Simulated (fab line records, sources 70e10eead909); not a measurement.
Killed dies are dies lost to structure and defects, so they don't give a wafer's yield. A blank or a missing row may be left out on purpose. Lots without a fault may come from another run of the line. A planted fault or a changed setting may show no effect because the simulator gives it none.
Chamber matching | flow nand_harc | NHARC_A_M1_PRE_CLEAN_32 on pecvd-02: 3 sister chambers
The step time 12 s. 16 wafers are shown with their chamber, then 8 later ones without.

WAFERS WITH THEIR CHAMBER
wafer  | chamber | heater_power_w (W)
L077.1 | 1       | 632
L077.5 | 1       | 625
L077.6 | 0       | 847
L078.4 | 1       | 626
L078.5 | 0       | 930
L078.6 | 2       | 589
L080.1 | 1       | 644
L080.4 | 2       | 558
L080.6 | 0       | 888
L083.1 | 0       | 893
L083.5 | 1       | 566
L083.6 | 2       | 603
L084.2 | 1       | 616
L084.3 | 0       | 872
L084.5 | 2       | 717
L085.2 | 1       | 625

SIGNATURES (means of the wafers above)
reading        | chamber 0 | chamber 1 | chamber 2 | scatter within a chamber
heater_power_w | 886.00    | 619.14    | 616.75    | 41
Rule: a wafer's distance from a chamber is the root of the sum, over the readings, of the square of ((its reading less the chamber's mean) divided by the reading's scatter). The wafer belongs to the nearest chamber; if the next one is less than 2 further off, it can't be placed. The scatter: the root of (the sum of the squares of (reading less its chamber's mean) over the shown wafers, divided by (wafers less chambers)).

WAFERS WITHOUT THEIR CHAMBER
wafer  | heater_power_w (W)
L085.4 | 618
L085.5 | 592
L089.3 | 685
L089.5 | 687
L089.6 | 648
L092.1 | 792
L092.2 | 607
L092.4 | 635

WHICH CHAMBER EACH WENT THROUGH
wafer  | from the rows above          | in truth
L085.4 | can't be placed: 1 or 2      | 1
L085.5 | can't be placed: 2 or 1      | 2
L089.3 | can't be placed: 1 or 2      | 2
L089.5 | can't be placed: 1 or 2      | 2
L089.6 | can't be placed: 1 or 2      | 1
L092.1 | can't be placed: 0 or 1 or 2 | 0
L092.2 | can't be placed: 2 or 1      | 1
L092.4 | can't be placed: 1 or 2      | 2
Placed correctly: 0 of 8. Can't be placed from these rows: 8 (the true chamber is among the candidates in 8). Placed wrongly: 0.
